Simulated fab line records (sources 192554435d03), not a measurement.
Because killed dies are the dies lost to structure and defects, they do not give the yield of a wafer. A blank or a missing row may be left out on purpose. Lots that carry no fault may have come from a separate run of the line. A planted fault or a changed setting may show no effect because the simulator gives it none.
fab line records    flow n5_finfet
record: lots: 9  wafers: 27  last_day: 17
route steps=1938 shown BEOL_M2@906 BEOL_M4@1111 PASSIVATION@1936
lots that met no fault: from a run of the same line without faults
start_h: the number of hours between the record's first day and the start of the first shown wafer of the lot    wait_h: how many hours have passed since the lot's step before this one    " same as the row above    L1.1+2: a row that stands for several wafers    - no value, or no start given    * or withheld: withheld    < > ~ a bound
route shown NAME@n: NAME is a module with steps in the file, n the number in the route of the first one    usual: mean/standard deviation taken from wafers without a fault    same: alike in all rows    chamber/n: place in a boat    sites: each site's reading    _std_site: their standard deviation    _edge_site: inner sites' mean taken away from outer sites' mean    radius_mm: how far each site lies from the wafer's centre    mask NAME#n: copy n    behind: tool/chamber where the wafer was last shaped    hold: why the lot was held/for how many hours/how that ended    device: which transistor (n, p or np) failed to switch    end of line: the route-end tests of the same wafers    where a step has no rows: the recipe by itself    killed: dies lost to structure and defects at the first sort, not the wafer's yield    map: dies across one wafer; x = killed, . = not, _ = none there
set.NAME: the run value of the setting; set.NAME@STEP: its run value at that earlier step    model.NAME: the simulator's own value behind a step, which no gauge read
a sample of lots followed through the steps of the route, with each step as a table and each wafer as a row
services: from which hour (start_h, from the record's first day; less than 0 if before it) a tool's chamber was out of use, for how many hours, and why
== steps ==
step: N5_BEOL_M2_SPUTTER_79
recipe: material: Cu  target_thk_a: 45  temp_c: -20  chamber_pressure_pa: 0.07  power_w: withheld  time_s: 8.29
usual: susceptor_temp_C: -20.02/0.11  throttle_valve_pct: 30.3/0.72
lot.wafer  tool            chamber  start_h  wait_h  susceptor_temp_C  throttle_valve_pct
L355.3     pvd_sputter-02  -        157.19   0.1     -20.04            30.6
L355.5     "               -        "        "       -19.91            31.0
L355.6     "               -        "        "       -19.96            30.6
L359.4     pvd_sputter-01  -        165.50   0.1     -19.85            29.5
L359.5     "               -        "        "       -20.22            29.7
L359.6     "               -        "        "       -19.88            29.4
L363.1     pvd_sputter-01  -        204.39   0.1     -20.04            29.7
L363.4     "               -        "        "       -20.04            31.0
L363.6     "               -        "        "       -19.77            30.7
L365.2     pvd_sputter-02  -        214.21   0.1     -20.19            30.0
L365.5     "               -        "        "       -19.98            30.7
L365.6     "               -        "        "       -20.11            29.0
L368.2     pvd_sputter-01  -        220.93   0.1     -19.99            30.9
L368.3     "               -        "        "       -20.14            30.5
L368.6     "               -        "        "       -20.19            30.3
L367.2     pvd_sputter-02  -        221.33   0.1     -19.76            31.2
L367.4     "               -        "        "       -20.04            29.3
L367.5     "               -        "        "       -20.00            30.9
L376.2     pvd_sputter-01  -        269.94   0.1     -19.99            29.8
L376.3     "               -        "        "       -20.12            30.9
L376.5     "               -        "        "       -20.06            29.6
L377.2     pvd_sputter-02  -        276.08   0.1     -20.15            30.5
L377.5     "               -        "        "       -19.95            31.2
L377.6     "               -        "        "       -20.03            29.5
L378.4     pvd_sputter-02  -        280.54   0.1     -20.08            30.9
L378.5     "               -        "        "       -19.86            29.0
L378.6     "               -        "        "       -20.00            31.1
step: N5_BEOL_M2_SPUTTER_90
recipe: material: Cu  target_thk_a: 45  temp_c: -20  chamber_pressure_pa: 0.07  power_w: withheld  time_s: 8.29
usual: susceptor_temp_C: -19.99/0.11  throttle_valve_pct: 30.4/0.73
lot.wafer  tool            chamber  start_h  wait_h  susceptor_temp_C  throttle_valve_pct
L355.3     pvd_sputter-02  -        158.07   0.1     -19.87            30.5
L355.5     "               -        "        "       -20.08            31.1
L355.6     "               -        "        "       -20.06            30.5
L359.4     pvd_sputter-01  -        166.38   0.1     -20.14            29.8
L359.5     "               -        "        "       -19.99            29.6
L359.6     "               -        "        "       -19.91            30.0
L363.1     pvd_sputter-01  -        205.27   0.1     -19.70            29.6
L363.4     "               -        "        "       -19.95            31.0
L363.6     "               -        "        "       -20.01            30.9
L365.2     pvd_sputter-02  -        215.09   0.1     -19.97            29.8
L365.5     "               -        "        "       -19.95            30.7
L365.6     "               -        "        "       -20.10            29.2
L368.2     pvd_sputter-01  -        221.81   0.1     -19.88            30.5
L368.3     "               -        "        "       -19.83            30.6
L368.6     "               -        "        "       -19.94            30.4
L367.2     pvd_sputter-02  -        222.21   0.1     -19.74            31.4
L367.4     "               -        "        "       -20.08            29.3
L367.5     "               -        "        "       -19.85            30.9
L376.2     pvd_sputter-01  -        270.82   0.1     -19.91            29.7
L376.3     "               -        "        "       -19.98            30.8
L376.5     "               -        "        "       -20.09            29.7
L377.2     pvd_sputter-02  -        277.07   0.1     -20.23            30.5
L377.5     "               -        "        "       -20.00            31.3
L377.6     "               -        "        "       -19.75            29.6
L378.4     pvd_sputter-02  -        281.53   0.1     -20.01            31.1
L378.5     "               -        "        "       -20.00            29.2
L378.6     "               -        "        "       -20.06            31.2
step: N5_BEOL_M2_SPUTTER_94
recipe: material: Cu  target_thk_a: 45  temp_c: -20  chamber_pressure_pa: 0.07  power_w: withheld  time_s: 8.29
usual: susceptor_temp_C: -20.00/0.11  throttle_valve_pct: 30.3/0.72
lot.wafer  tool            chamber  start_h  wait_h  susceptor_temp_C  throttle_valve_pct
L355.3     pvd_sputter-02  -        158.51   0.1     -19.91            30.4
L355.5     "               -        "        "       -19.78            30.9
L355.6     "               -        "        "       -19.95            30.4
L359.4     pvd_sputter-01  -        166.82   0.1     -19.74            29.7
L359.5     "               -        "        "       -19.86            29.6
L359.6     "               -        "        "       -19.88            29.8
L363.1     pvd_sputter-01  -        205.71   0.1     -19.81            29.4
L363.4     "               -        "        "       -19.93            30.9
L363.6     "               -        "        "       -20.09            30.9
L365.2     pvd_sputter-02  -        215.53   0.1     -19.96            29.6
L365.5     "               -        "        "       -20.13            30.6
L365.6     "               -        "        "       -19.90            28.9
L368.2     pvd_sputter-01  -        222.25   0.1     -20.04            31.0
L368.3     "               -        "        "       -20.09            30.5
L368.6     "               -        "        "       -20.19            30.7
L367.2     pvd_sputter-02  -        222.65   0.1     -20.05            31.4
L367.4     "               -        "        "       -19.97            29.3
L367.5     "               -        "        "       -20.08            31.1
L376.2     pvd_sputter-01  -        271.26   0.1     -19.96            29.9
L376.3     "               -        "        "       -20.06            30.9
L376.5     "               -        "        "       -20.02            29.7
L377.2     pvd_sputter-02  -        277.57   0.1     -20.09            30.4
L377.5     "               -        "        "       -19.98            31.0
L377.6     "               -        "        "       -19.98            29.7
L378.4     pvd_sputter-02  -        282.02   0.1     -19.99            30.9
L378.5     "               -        "        "       -20.01            29.2
L378.6     "               -        "        "       -20.24            31.0
step: N5_BEOL_M2_CMP_52
recipe: stop_on: SiOC  t_overpolish_s: 6.8  down_force_psi: 1  platen_rpm: 50  clearing_platen_down_force_psi: 1.5  clearing_platen_rpm: 50  post_cmp_clean: cu_alkaline  target_thk_nm: 40  clearing_platen_pad_velocity_m_s: 0.99484  pad_velocity_m_s: 0.99484
usual: barrier_field_endpoint_s: 25.0/0.63  motor_current_A: 6.0/0.54  overpolish_run_s: 6.800/0.0082  time_to_endpoint_s: 63.8/2.6
lot.wafer  tool    chamber  start_h  wait_h  barrier_field_endpoint_s  motor_current_A  overpolish_run_s  time_to_endpoint_s
L355.3     cmp-03  2        159.44   0.3     24.1                      5.6              6.806             65.4
L355.5     "       0        "        "       24.2                      6.6              6.803             63.2
L355.6     "       1        "        "       24.3                      6.4              6.791             60.9
L359.4     cmp-02  0        167.61   0.2     25.2                      6.0              6.806             62.1
L359.5     "       2        "        "       25.6                      5.0              6.806             62.0
L359.6     "       3        "        "       25.0                      5.9              6.789             62.9
L363.4     cmp-02  1        206.48   0.2     23.8                      7.1              6.797             59.9
L363.1     "       2        "        "       23.7                      5.1              6.805             57.6
L363.6     "       1        "        "       24.7                      7.0              6.798             60.3
L365.2     cmp-04  3        216.36   0.3     25.3                      6.2              6.817             63.9
L365.5     "       3        "        "       26.0                      6.4              6.798             69.3
L365.6     "       0        "        "       25.7                      5.4              6.805             66.5
L368.3     cmp-04  3        223.00   0.2     25.0                      6.2              6.801             65.2
L368.2     "       0        "        "       24.6                      5.4              6.819             63.2
L368.6     "       3        "        "       24.9                      6.2              6.795             64.4
L367.4     cmp-03  1        223.40   0.2     24.9                      6.8              6.814             62.8
L367.2     "       3        "        "       24.4                      5.5              6.796             60.1
L367.5     "       0        "        "       24.5                      6.1              6.807             61.7
L376.3     cmp-04  2        271.97   0.2     41.3                      5.9              0.035             82.3
L376.2     "       3        "        "       41.3                      5.8              0.035             80.6
L376.5     "       3        "        "       41.3                      6.1              0.037             81.3
L377.2     cmp-04  1        278.39   0.3     41.3                      6.0              0.042             80.2
L377.6     "       3        "        "       41.3                      5.9              0.039             82.3
L377.5     "       0        "        "       41.3                      5.6              0.041             80.1
L378.4     cmp-02  3        282.85   0.2     24.8                      6.1              6.805             61.5
L378.5     "       3        "        "       24.4                      6.0              6.805             63.1
L378.6     "       0        "        "       25.7                      6.5              6.801             61.4
step: N5_BEOL_M2_THK_MEAS_53
recipe: thk_meas_gauge: xrf  reads: Cu_of_BEOL_M2_ECD_50
usual: M2_THK: 39.4/1.1
lot.wafer  tool           chamber  start_h  wait_h  M2_THK[nm]
L355.3     film_metro-01  -        159.66   -       40.3
L355.5     "              -        "        "       38.2
L355.6     "              -        "        "       40.3
L359.4     film_metro-01  -        167.83   -       39.6
L359.5     "              -        "        "       39.6
L359.6     "              -        "        "       39.0
L363.1     film_metro-02  -        206.74   -       37.9
L363.4     "              -        "        "       38.9
L363.6     "              -        "        "       38.5
L365.2     film_metro-01  -        216.66   -       39.5
L365.5     "              -        "        "       38.2
L365.6     "              -        "        "       37.4
L368.2     film_metro-02  -        223.25   -       40.2
L368.3     "              -        "        "       39.3
L368.6     "              -        "        "       42.0
L367.2     film_metro-02  -        223.65   -       37.7
L367.4     "              -        "        "       38.5
L367.5     "              -        "        "       39.0
L376.2     film_metro-02  -        272.26   -       143.5
L376.3     "              -        "        "       145.3
L376.5     "              -        "        "       157.4
L377.2     film_metro-02  -        278.61   -       147.3
L377.5     "              -        "        "       154.9
L377.6     "              -        "        "       154.7
L378.4     film_metro-01  -        283.15   -       37.4
L378.5     "              -        "        "       37.6
L378.6     "              -        "        "       40.8
step: N5_BEOL_M2_INSPECT_59
recipe: inspect_instrument: darkfield  mode: post_dep
usual: raw_defect_count: 83/27
lot.wafer  tool               chamber  start_h  wait_h  raw_defect_count
L355.3     defect_inspect-02  -        159.94   0.0     65
L355.5     "                  -        "        "       93
L355.6     "                  -        "        "       62
L359.4     defect_inspect-01  -        168.11   0.0     59
L359.5     "                  -        "        "       92
L359.6     "                  -        "        "       63
L363.1     defect_inspect-01  -        207.23   0.0     106
L363.4     "                  -        "        "       96
L363.6     "                  -        "        "       60
L365.2     defect_inspect-01  -        216.94   0.0     55
L365.5     "                  -        "        "       56
L365.6     "                  -        "        "       122
L368.2     defect_inspect-02  -        223.54   0.0     80
L368.3     "                  -        "        "       116
L368.6     "                  -        "        "       110
L367.2     defect_inspect-01  -        223.94   0.0     84
L367.4     "                  -        "        "       66
L367.5     "                  -        "        "       63
L376.2     defect_inspect-01  -        272.55   0.0     5835
L376.3     "                  -        "        "       5788
L376.5     "                  -        "        "       5898
L377.2     defect_inspect-02  -        278.93   0.0     5751
L377.5     "                  -        "        "       5806
L377.6     "                  -        "        "       5783
L378.4     defect_inspect-02  -        283.44   0.0     95
L378.5     "                  -        "        "       147
L378.6     "                  -        "        "       157
step: N5_BEOL_M4_RC_MEAS_101
usual: DIBL_N: 36.3/1.4  DIBL_P: 35.7/1.5  IOFF_N: 0.155/0.022  IOFF_P: 0.204/0.027  ION_N: 671/9  ION_P: 459/6.2  SS_N: 71.5/0.54  SS_P: 73.1/0.56  VT_N: 250.2/2.6  VT_P: -251/3.3
lot.wafer  tool       chamber  start_h  wait_h  DIBL_N[mV/V]  DIBL_P[mV/V]  IOFF_N[nA/um]  IOFF_P[nA/um]  ION_N[uA/um]  ION_P[uA/um]  SS_N[mV/dec]  SS_P[mV/dec]  VT_N[mV]  VT_P[mV]
L355.3     prober-01  0        185.35   0.3     35.6          34.2          0.157          0.207          673           457           71.9          72.7          246.0     -248
L355.5     "          0        "        "       34.3          33.4          0.136          0.192          661           461           71.4          72.6          249.0     -249
L355.6     "          0        "        "       35.9          34.4          0.157          0.203          664           457           71.1          72.8          248.9     -250
L359.4     prober-02  0        191.64   0.5     36.2          35.2          0.150          0.229          666           468           71.1          73.1          252.7     -247
L359.5     "          0        "        "       34.4          33.4          0.129          0.214          670           471           70.6          72.0          251.9     -250
L359.6     "          0        "        "       36.4          34.8          0.161          0.235          667           461           70.9          73.4          248.3     -247
L363.1     prober-02  0        226.85   0.0     36.4          36.7          0.169          0.245          676           467           71.6          73.9          246.8     -246
L363.4     "          0        "        "       34.9          36.1          0.154          0.230          679           466           71.5          73.3          247.3     -245
L363.6     "          0        "        "       34.9          34.9          0.147          0.223          675           468           71.6          72.8          252.1     -246
L365.2     prober-01  0        238.25   0.2     37.1          37.5          0.163          0.199          676           461           72.0          73.3          248.6     -251
L365.5     "          0        "        "       36.2          36.3          0.154          0.191          679           459           71.6          73.1          250.6     -253
L365.6     "          0        "        "       36.8          37.2          0.159          0.209          664           455           71.5          73.6          250.3     -253
L368.2     prober-01  0        247.77   0.2     35.8          33.7          0.151          0.171          668           451           72.0          73.8          252.2     -260
L368.3     "          0        "        "       36.0          34.3          0.158          0.180          682           462           70.8          73.5          250.4     -255
L368.6     "          0        "        "       36.3          33.9          0.159          0.179          673           457           71.1          74.0          250.6     -255
L367.2     prober-01  0        256.94   0.2     35.5          37.0          0.149          0.189          677           458           71.5          73.8          249.4     -251
L367.4     "          0        "        "       35.8          36.9          0.160          0.193          672           457           71.5          72.9          250.1     -254
L367.5     "          0        "        "       34.5          36.1          0.144          0.182          668           454           71.3          73.4          250.6     -250
L378.4     prober-01  0        307.64   0.5     35.3          34.7          0.137          0.179          669           460           71.7          72.8          250.5     -255
L378.5     "          0        "        "       37.3          35.9          0.166          0.192          671           452           71.9          72.1          249.3     -252
L378.6     "          0        "        "       35.1          34.5          0.135          0.178          668           457           71.5          72.3          253.9     -253
step: N5_PASSIVATION_PROBE_49
usual: defect_limited_yield: 91.0/1.5  killed_at_M0_to_M3: 36/12  killed_at_M4_up: 14/5.5  killed_at_contacts: 11/4.8  killed_at_front_end: 42/12  killed_at_other: 3.7/2.7  killed_dies: 106/18  killed_on_rim: 13/4.5  killed_open: 70/13  killed_short: 35/8.2  sort_bin_5_function: 5.3/1  sort_bin_6_memory: 3.3/0.69  sort_bin_8_speed: 0.00/0.007  sort_n_pass: 1074/18  sort_yield_pct: 91.0/1.5
same: gross_dies: 1180  killed_at_back_side: 0  sort_bin_4_leakage[%]: 0
lot.wafer  tool       chamber  start_h  wait_h  defect_limited_yield[%]  killed_at_M0_to_M3  killed_at_M4_up  killed_at_contacts  killed_at_front_end  killed_at_other  killed_dies  killed_on_rim  killed_open  killed_short  sort_bin_5_function[%]  sort_bin_6_memory[%]  sort_bin_8_speed[%]  sort_n_pass  sort_yield_pct[%]
L376.2     prober-01  -        389.16   0.1     0                        1133                8                5                   32                   2                1180         152            53           25            4.2                     2.4                   0                    0            0
L376.3     prober-01  -        389.21   0.1     0                        1131                7                21                  21                   0                1180         152            60           20            4.1                     2.5                   0                    0            0
L376.5     prober-01  -        389.31   0.2     0                        1105                11               18                  43                   3                1180         152            69           31            5.8                     2.8                   0                    0            0
L377.2     prober-01  -        406.11   0.1     0                        1103                17               11                  44                   5                1180         152            65           34            4.8                     3.3                   0                    0            0
L377.5     prober-01  -        406.26   0.2     0                        1121                11               8                   36                   4                1180         152            53           28            4.1                     2.8                   0                    0            0
L377.6     prober-01  -        406.31   0.3     0                        1111                26               8                   28                   7                1180         152            69           30            5.3                     3.1                   0                    0            0
killed by level:class
L376.2 BEOL_M2:area_cmp=1100 BEOL_M0_SAQP:geometric_particle:open=8 STI_FIN_REVEAL:geometric_particle:open=7 DUMMY_GATE:geometric_particle:open=6 BEOL_M2:geometric_particle:open=6 BEOL_M0_SAQP:geometric_particle:short=5 BEOL_M1:geometric_particle:open=5 FIN_SAQP:geometric_particle:open=3
L376.3 BEOL_M2:area_cmp=1098 MOL_CONTACT_COAG:geometric_particle:open=20 BEOL_M2:geometric_particle:open=9 STI_FIN_REVEAL:geometric_particle:open=8 BEOL_M0_SAQP:geometric_particle:open=6 BEOL_M0_SAQP:geometric_particle:short=5 BEOL_M3:geometric_particle:open=5 BEOL_M1:geometric_particle:short=4
L376.5 BEOL_M2:area_cmp=1078 STI_FIN_REVEAL:geometric_particle:open=15 MOL_CONTACT_COAG:geometric_particle:open=14 FIN_SAQP:geometric_particle:open=8 BEOL_M0_SAQP:geometric_particle:short=8 BEOL_M0_SAQP:geometric_particle:open=6 STI_FIN_REVEAL:geometric_particle:short=4 MOL_CONTACT_COAG:geometric_particle:short=4
L377.2 BEOL_M2:area_cmp=1081 FIN_SAQP:geometric_particle:open=12 BEOL_M4:geometric_particle:open=10 MOL_CONTACT_COAG:geometric_particle:open=9 GATE_CUT:geometric_particle:short=8 FIN_SAQP:geometric_particle:short=7 DUMMY_GATE:geometric_particle:open=5 BEOL_M0_SAQP:geometric_particle:open=5
L377.5 BEOL_M2:area_cmp=1095 BEOL_M3:geometric_particle:open=7 FIN_SAQP:geometric_particle:short=6 BEOL_M1:geometric_particle:open=6 FIN_SAQP:geometric_particle:open=5 DUMMY_GATE:geometric_particle:open=5 MOL_CONTACT_COAG:geometric_particle:open=5 BEOL_M1:geometric_particle:short=4
L377.6 BEOL_M2:area_cmp=1080 BEOL_M4:geometric_particle:open=13 BEOL_M5:geometric_particle:open=9 DUMMY_GATE:geometric_particle:open=7 MOL_CONTACT_COAG:geometric_particle:open=7 BEOL_M1:geometric_particle:open=7 BEOL_M2:geometric_particle:open=7 BEOL_M3:geometric_particle:open=5
== services ==
tool    chamber  start_h  hours  kind
cmp-02  -        143.95   4.6    pm
cmp-03  -        149.25   0.3    repair
cmp-04  -        160.84   3.5    pm
cmp-03  -        164.14   0.4    repair
cmp-04  -        195.87   0.9    repair
cmp-02  -        214.94   0.6    repair
cmp-02  -        246.27   2.4    repair
cmp-03  -        262.13   4.7    pm
cmp-03  -        276.42   4.0    pm
cmp-03  -        280.42   -      consumable_replace:conditioner
cmp-03  -        280.42   -      consumable_replace:pad
cmp-04  -        281.58   5.7    pm
== key ==
first_sign: step: N5_BEOL_M2_CMP_52  reading: overpolish_run_s  direction: down  sigmas: 99+  usual: 6.800  struck: 0.038
effect: step: N5_BEOL_M2_CMP_52  reading: barrier_field_endpoint_s  direction: up  sigmas: 26  usual: 25.0  struck: 41.3
effect: step: N5_BEOL_M2_THK_MEAS_53  reading: M2_THK  direction: up  sigmas: 99+  usual: 39.4  struck: 150.5
effect: step: N5_BEOL_M2_INSPECT_59  reading: raw_defect_count  direction: up  sigmas: 99+  usual: 83  struck: 5810
effect: step: N5_PASSIVATION_PROBE_49  reading: killed_at_M0_to_M3  direction: up  sigmas: 94  usual: 36  struck: 1117
more_kills_born_at: N5_BEOL_M2_CMP_52@cmp-04: 6532
met_at N5_BEOL_M2_CMP_52
struck_lots L376,L377
later_rows_left_out L376.2,L376.3,L376.5,L377.2,L377.5,L377.6
not_acting_at N5_BEOL_M2_SPUTTER_79,N5_BEOL_M2_SPUTTER_90,N5_BEOL_M2_SPUTTER_94
onset_between 223.00 271.97
fault: kind: process_parameter_drift  tool: cmp-04  chamber: -  onset_h: 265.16  steps: N5_BEOL_M2_CMP_52  channel: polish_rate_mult  offset: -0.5  shape: step
later_rows_left_out: the simulator's readings of these wafers behind a module that went badly wrong aren't trusted and aren't shown, but for the sort
